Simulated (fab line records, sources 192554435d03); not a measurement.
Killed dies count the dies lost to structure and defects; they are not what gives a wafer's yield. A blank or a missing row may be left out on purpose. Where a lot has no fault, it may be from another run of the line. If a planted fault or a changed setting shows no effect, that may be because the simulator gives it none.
Lot-split experiment    flow n5Finfet    21 wafers read across 7 lots, on a route 1938 steps long

## ON THE SPLIT
At N5_BEOL_M1_COAT_73 (time 60 s, resist thk 5 nm), the setting spinRpm was moved away from the recipe's 1500 rpm on 2 of the 21 wafers read, by +6.0% to +6.4%. All remaining wafers had this setting at the recipe value.

## FROM THE SPLIT TO THE READING: what the file shows between them, 3 steps
- N5_BEOL_M1_COAT_05: resist thk 30 nm
- N5_BEOL_M1_EBR_07
- N5_BEOL_M1_DESCUM_16: chemistry O2, time 7 s

## THE READING
etch.depthNm (the simulator's own value, which no gauge read), in nm, at N5_BEOL_M1_ETCH_74 (etches underlayer in N2/H2, target depth 6.5 nm, time 5.2 s). The file gives no usual value for it. Here, 19 wafers ran the recipe; their average is 4.994 nm with a standard deviation of 0.011 nm.

wafer   tool, chamber at the split  spinRpm as run, rpm  against the recipe  etch.depthNm, nm  against lot-mates on the recipe
L075.1  lithoTrack-01, 0            1500                 recipe              5.007             -
L075.3  lithoTrack-01, 0            1500                 recipe              5.006             -
L075.4  lithoTrack-01, 0            1500                 recipe              5.01              -
L077.2  lithoTrack-05, 0            1590                 +6.0%               4.868             -0.130
L077.4  lithoTrack-05, 0            1500                 recipe              5.006             -
L077.6  lithoTrack-05, 0            1500                 recipe              4.989             -
L084.1  lithoTrack-05, 0            1500                 recipe              4.994             -
L084.2  lithoTrack-05, 0            1500                 recipe              5                 -
L084.3  lithoTrack-05, 0            1500                 recipe              5                 -
L088.2  lithoTrack-01, 0            1500                 recipe              4.985             -
L088.3  lithoTrack-01, 0            1500                 recipe              4.984             -
L088.6  lithoTrack-01, 0            1500                 recipe              4.983             -
L089.1  lithoTrack-02, 0            1500                 recipe              4.995             -
L089.5  lithoTrack-02, 0            1500                 recipe              4.969             -
L089.6  lithoTrack-02, 0            1500                 recipe              4.978             -
L091.1  lithoTrack-02, 0            1500                 recipe              4.994             -
L091.2  lithoTrack-02, 0            1500                 recipe              4.993             -
L091.3  lithoTrack-02, 0            1500                 recipe              4.987             -
L092.1  lithoTrack-02, 0            1596                 +6.4%               4.854             -0.151
L092.2  lithoTrack-02, 0            1500                 recipe              4.998             -
L092.3  lithoTrack-02, 0            1500                 recipe              5.012             -

FIT RESULTS
A straight line over all 21 wafers: etch.depthNm changes by -0.0215 nm for each +1% of spinRpm; r = -0.96; the points scatter about the line by 0.011 nm.
The same after taking each lot's own level away (the mean of its wafers on the recipe; 21 wafers): -0.0227 nm for each +1%; r = -0.99; scatter 0.0062 nm.
The reading moves by 0.15 nm for the largest change in spinRpm, on that fit.
Measured against the standard deviation above, the lots' own levels, which go from 4.9807 to 5.0077 nm, span 2.4 times it.
Consequently the slope shifts little with the lot-to-lot level, the two slopes agreeing.
Check: for one of the wafers moved furthest among these (+6.4%), held out of the fit, the line's prediction against its lot-mates is -0.138 nm. It came out at -0.151 nm against them.

## ADDITIONAL SPLITS CARRIED BY THESE WAFERS
Other splits were also applied to these wafers ahead of the reading. Each is held against what the fit with the lots' levels taken away leaves over:
other split on the same wafers           wafers away from the commonest value  r with etch.depthNm (lot level and that fit taken away)
N5_BEOL_M0_SAQP_COAT_81 spinRpm          9                                     -0.48
N5_BEOL_M0_SAQP_COAT_82 timeS            7                                     +0.16
N5_BEOL_M0_TRENCH_ETCH_107 targetDepthA  9                                     +0.01
N5_BEOL_M1_HM_DEP_02 targetThkA          7                                     +0.43

## THE FILE'S OWN FIT
etch.depthNm changes by -0.0226 nm for each +1% of spinRpm, r = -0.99.
